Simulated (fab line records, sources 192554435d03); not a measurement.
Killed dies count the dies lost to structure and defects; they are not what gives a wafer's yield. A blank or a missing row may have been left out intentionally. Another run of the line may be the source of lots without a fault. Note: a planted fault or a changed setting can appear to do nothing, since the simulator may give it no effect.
Split-lot trial -- flow n5 finfet -- 21 wafers read across 7 lots, on a route 1938 steps long

## THE SPLIT
At N5_BEOL_M12_SPUTTER_44 (material Ta, target thk 10 nm, time 16.13 s), the setting time s was moved away from the recipe's 16.13 s on 10 of the 21 wafers read, by -14.4% to +11.2%. This setting was run at the recipe's value on the other wafers.

The reading comes from the split's own step.

## THE READING
Ta_of_BEOL_M12_SPUTTER_44.thk nm (the simulator's own value, which no gauge read), in nm, at N5_BEOL_M12_SPUTTER_44 (material Ta, target thk 10 nm, time 16.13 s). There is no usual value for it anywhere in the file. The 11 wafers here that ran the recipe average 10.1 nm, standard deviation 0.23 nm.

wafer,"tool, chamber at the split","time s as run, s",against the recipe,"Ta_of_BEOL_M12_SPUTTER_44.thk nm, nm",against lot-mates on the recipe
L074.3,"pvd sputter-02, -",16.13,recipe,9.8,-
L074.5,"pvd sputter-02, -",14.35,-11.0%,9,-0.8
L074.6,"pvd sputter-02, -",14.35,-11.0%,8.8,-1.0
L075.3,"pvd sputter-01, -",16.13,recipe,10.4,-
L075.5,"pvd sputter-01, -",16.13,recipe,10.4,-
L075.4,"pvd sputter-01, -",16.13,recipe,10.2,-
L078.1,"pvd sputter-01, -",13.8,-14.4%,8.6,-1.2
L078.2,"pvd sputter-01, -",16.13,recipe,9.8,-
L078.4,"pvd sputter-01, -",16.13,recipe,9.8,-
L077.2,"pvd sputter-02, -",16.13,recipe,10.4,-
L077.3,"pvd sputter-02, -",16.13,recipe,10,-
L077.5,"pvd sputter-02, -",14.54,-9.9%,9.2,-1.0
L088.1,"pvd sputter-03, -",13.84,-14.2%,8.8,no lot-mate on the recipe
L088.2,"pvd sputter-03, -",13.84,-14.2%,8.8,no lot-mate on the recipe
L088.3,"pvd sputter-03, -",13.84,-14.2%,8.8,no lot-mate on the recipe
L090.2,"pvd sputter-01, -",16.13,recipe,10.2,-
L090.3,"pvd sputter-01, -",16.13,recipe,10.2,-
L090.4,"pvd sputter-01, -",17.62,+9.2%,11,+0.8
L094.3,"pvd sputter-03, -",17.94,+11.2%,11,+0.8
L094.5,"pvd sputter-03, -",16.13,recipe,10.2,-
L094.6,"pvd sputter-03, -",17.94,+11.2%,11.2,+1.0

FIT RESULTS
A straight line over all 21 wafers: Ta_of_BEOL_M12_SPUTTER_44.thk nm changes by +0.096 nm for each +1% of time s; r = +0.97; the points scatter about the line by 0.19 nm.
The same after taking each lot's own level away (the mean of its wafers on the recipe; 18 wafers): +0.084 nm for each +1%; r = +0.99; scatter 0.11 nm.
According to that fit, moving time s by its largest amount changes the reading by 1.2 nm.
The span of the lots' own levels, 9.80 to 10.33 nm, comes to 2.3 times the standard deviation stated above.
In other words, the slope is changed by the lot-to-lot level; the two fits disagree.
Check: for one of the wafers moved furthest among these (-14.4%), held out of the fit, the line's prediction against its lot-mates is -1.23 nm. Against them it came out at -1.2 nm.

## OTHER SPLITS APPLIED TO THESE WAFERS
Before the reading, these wafers also passed through other splits. Each is held against what the fit with the lots' levels taken away leaves over:
other split on the same wafers,wafers away from the commonest value,r with Ta_of_BEOL_M12_SPUTTER_44.thk nm (lot level and that fit taken away)
N5_BEOL_M8_ETCH_62 time s,5,+0.07
N5_BEOL_M9_ILD_DEP_00 time s,8,+0.05
N5_BEOL_M9_PECVD_70 temp c,6,+0.05
N5_BEOL_M10_PECVD_70 temp c,5,-0.02
N5_BEOL_M10_COAT_05 spin rpm,8,-0.14
N5_BEOL_M10_ETCH_41 source w,6,+0.12

## THE FILE'S OWN FIT
Ta_of_BEOL_M12_SPUTTER_44.thk nm changes by +0.0855 nm for each +1% of time s, r = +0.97.
